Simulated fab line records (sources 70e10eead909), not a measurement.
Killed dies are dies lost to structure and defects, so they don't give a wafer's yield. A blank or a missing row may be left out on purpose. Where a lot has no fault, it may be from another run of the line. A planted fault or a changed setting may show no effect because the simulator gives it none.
Chamber matching :: flow nand-harc :: NHARC_A_CHANNEL_HOLE_D1_ETCH_38 on rie-diel-10: 4 sister chambers
The step etches the open film in CF4, target depth 39 nm, time 65 s. 14 wafers are shown with their chamber, then 7 later ones without.

## WAFERS WITH THEIR CHAMBER
wafer: L075.1
chamber: 1
showerhead-plenum-p-Torr (Torr): 1.83
drypump-motor-current-A (A): 5.4
oes-product-au (a.u.): 1.009

wafer: L075.3
chamber: 2
showerhead-plenum-p-Torr (Torr): 1.88
drypump-motor-current-A (A): 5.4
oes-product-au (a.u.): 0.992

wafer: L075.6
chamber: 3
showerhead-plenum-p-Torr (Torr): 1.88
drypump-motor-current-A (A): 5.2
oes-product-au (a.u.): 0.998

wafer: L076.2
chamber: 3
showerhead-plenum-p-Torr (Torr): 1.88
drypump-motor-current-A (A): 5.2
oes-product-au (a.u.): 0.985

wafer: L076.4
chamber: 2
showerhead-plenum-p-Torr (Torr): 1.88
drypump-motor-current-A (A): 5.4
oes-product-au (a.u.): 1.002

wafer: L076.6
chamber: 0
showerhead-plenum-p-Torr (Torr): 1.71
drypump-motor-current-A (A): 5.9
oes-product-au (a.u.): 1.009

wafer: L081.1
chamber: 3
showerhead-plenum-p-Torr (Torr): 1.88
drypump-motor-current-A (A): 5.2
oes-product-au (a.u.): 0.989

wafer: L081.4
chamber: 1
showerhead-plenum-p-Torr (Torr): 1.83
drypump-motor-current-A (A): 5.5
oes-product-au (a.u.): 1.004

wafer: L081.6
chamber: 1
showerhead-plenum-p-Torr (Torr): 1.83
drypump-motor-current-A (A): 5.5
oes-product-au (a.u.): 1.015

wafer: L084.1
chamber: 3
showerhead-plenum-p-Torr (Torr): 1.88
drypump-motor-current-A (A): 5.2
oes-product-au (a.u.): 0.991

wafer: L084.2
chamber: 2
showerhead-plenum-p-Torr (Torr): 1.88
drypump-motor-current-A (A): 5.3
oes-product-au (a.u.): 1.001

wafer: L084.6
chamber: 1
showerhead-plenum-p-Torr (Torr): 1.83
drypump-motor-current-A (A): 5.5
oes-product-au (a.u.): 1.017

wafer: L086.1
chamber: 1
showerhead-plenum-p-Torr (Torr): 1.83
drypump-motor-current-A (A): 5.4
oes-product-au (a.u.): 1.012

wafer: L086.4
chamber: 3
showerhead-plenum-p-Torr (Torr): 1.87
drypump-motor-current-A (A): 5.2
oes-product-au (a.u.): 0.982

SIGNATURES (means of the wafers above)
reading: showerhead-plenum-p-Torr
chamber 0: 1.7100
chamber 1: 1.8300
chamber 2: 1.8800
chamber 3: 1.8780
scatter within a chamber: 0.00283

reading: drypump-motor-current-A
chamber 0: 5.900
chamber 1: 5.460
chamber 2: 5.367
chamber 3: 5.200
scatter within a chamber: 0.0432

reading: oes-product-au
chamber 0: 1.00900
chamber 1: 1.01140
chamber 2: 0.99833
chamber 3: 0.98900
scatter within a chamber: 0.00562
Rule: a wafer lies at a distance from a chamber equal to the root of the sum of squares, over the readings, of (its reading less the chamber's mean, divided by the reading's scatter). The wafer belongs to the nearest chamber; if the next one is less than 2 further off, it can't be placed. The scatter: take each reading less its chamber's mean, square it, sum over the shown wafers, divide by the number of wafers less the number of chambers, and take the root.

## WAFERS WITHOUT THEIR CHAMBER
wafer: L086.6
showerhead-plenum-p-Torr (Torr): 1.88
drypump-motor-current-A (A): 5.3
oes-product-au (a.u.): 0.993

wafer: L091.1
showerhead-plenum-p-Torr (Torr): 1.71
drypump-motor-current-A (A): 5.9
oes-product-au (a.u.): 1.006

wafer: L091.3
showerhead-plenum-p-Torr (Torr): 1.88
drypump-motor-current-A (A): 5.3
oes-product-au (a.u.): 0.998

wafer: L091.4
showerhead-plenum-p-Torr (Torr): 1.83
drypump-motor-current-A (A): 5.4
oes-product-au (a.u.): 1.007

wafer: L095.1
showerhead-plenum-p-Torr (Torr): 1.83
drypump-motor-current-A (A): 5.5
oes-product-au (a.u.): 1.016

wafer: L095.2
showerhead-plenum-p-Torr (Torr): 1.87
drypump-motor-current-A (A): 5.2
oes-product-au (a.u.): 1.000

wafer: L095.3
showerhead-plenum-p-Torr (Torr): 1.71
drypump-motor-current-A (A): 5.9
oes-product-au (a.u.): 1.015

## WHICH CHAMBER EACH WENT THROUGH
wafer: L086.6
from the rows above: can't be placed: 2 or 3
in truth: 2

wafer: L091.1
from the rows above: 0
in truth: 0

wafer: L091.3
from the rows above: can't be placed: 2 or 3
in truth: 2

wafer: L091.4
from the rows above: 1
in truth: 1

wafer: L095.1
from the rows above: 1
in truth: 1

wafer: L095.2
from the rows above: can't be placed: 3 or 2
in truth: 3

wafer: L095.3
from the rows above: 0
in truth: 0
Placed correctly: 4 of 7. These rows do not allow placing 3 (true chamber among the candidates in 3). 0 placed wrongly.
